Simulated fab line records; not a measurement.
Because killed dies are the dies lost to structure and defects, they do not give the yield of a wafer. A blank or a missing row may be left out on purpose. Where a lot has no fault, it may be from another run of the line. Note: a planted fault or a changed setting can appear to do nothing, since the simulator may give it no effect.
Chamber matching || flow nand-harc || rie-diel-10 running NHARC_P_GATE_DESCUM_31: 4 sister chambers
The step chemistry O2, time 3 s. 7 wafers are shown with their chamber, then 7 later ones without.

== WAFERS PAIRED WITH THEIR CHAMBERS ==
{"wafer": "L077.5", "chamber": 1, "drypump-motor-current-A (A)": 5.2, "oes-product-au (a.u.)": 0.993}
{"wafer": "L078.2", "chamber": 2, "drypump-motor-current-A (A)": 5.2, "oes-product-au (a.u.)": 1.010}
{"wafer": "L078.5", "chamber": 3, "drypump-motor-current-A (A)": 5.7, "oes-product-au (a.u.)": 1.005}
{"wafer": "L076.2", "chamber": 1, "drypump-motor-current-A (A)": 5.2, "oes-product-au (a.u.)": 1.004}
{"wafer": "L076.5", "chamber": 0, "drypump-motor-current-A (A)": 5.8, "oes-product-au (a.u.)": 1.007}
{"wafer": "L079.3", "chamber": 0, "drypump-motor-current-A (A)": 5.7, "oes-product-au (a.u.)": 1.003}
{"wafer": "L079.4", "chamber": 3, "drypump-motor-current-A (A)": 5.7, "oes-product-au (a.u.)": 0.987}

== WAFERS WITHOUT THEIR CHAMBER ==
{"wafer": "L079.5", "drypump-motor-current-A (A)": 5.2, "oes-product-au (a.u.)": 0.997}
{"wafer": "L094.1", "drypump-motor-current-A (A)": 5.2, "oes-product-au (a.u.)": 0.995}
{"wafer": "L094.2", "drypump-motor-current-A (A)": 5.7, "oes-product-au (a.u.)": 1.012}
{"wafer": "L094.3", "drypump-motor-current-A (A)": 5.2, "oes-product-au (a.u.)": 0.994}
{"wafer": "L096.3", "drypump-motor-current-A (A)": 5.2, "oes-product-au (a.u.)": 1.004}
{"wafer": "L096.4", "drypump-motor-current-A (A)": 5.7, "oes-product-au (a.u.)": 1.006}
{"wafer": "L096.6", "drypump-motor-current-A (A)": 5.2, "oes-product-au (a.u.)": 0.994}

== WHICH CHAMBER EACH ONE RAN IN ==
{"wafer": "L079.5", "from the rows above": "can't be placed: 1 or 2", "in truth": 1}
{"wafer": "L094.1", "from the rows above": "can't be placed: 1 or 2", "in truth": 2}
{"wafer": "L094.2", "from the rows above": "can't be placed: 0 or 3", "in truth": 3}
{"wafer": "L094.3", "from the rows above": "can't be placed: 1 or 2", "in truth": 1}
{"wafer": "L096.3", "from the rows above": "can't be placed: 1 or 2", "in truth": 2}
{"wafer": "L096.4", "from the rows above": "can't be placed: 3 or 0", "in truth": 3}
{"wafer": "L096.6", "from the rows above": "can't be placed: 1 or 2", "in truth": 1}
Placed correctly: 0 of 7. Can't be placed from these rows: 7 (the true chamber is among the candidates in 7). Wrongly placed: 0.
How it was worked out, from the rows above alone: a wafer's distance from a chamber is the root of the sum, over the readings, of the square of ((its reading less the chamber's mean) divided by the reading's scatter). If the next closest chamber is less than 2 further off than the closest, the wafer can't be placed; otherwise it belongs to the closest. For every chamber, the mean is computed from those of its wafers that are shown. The scatter: take each reading less its chamber's mean, square it, sum over the shown wafers, divide by the number of wafers less the number of chambers, and take the root.
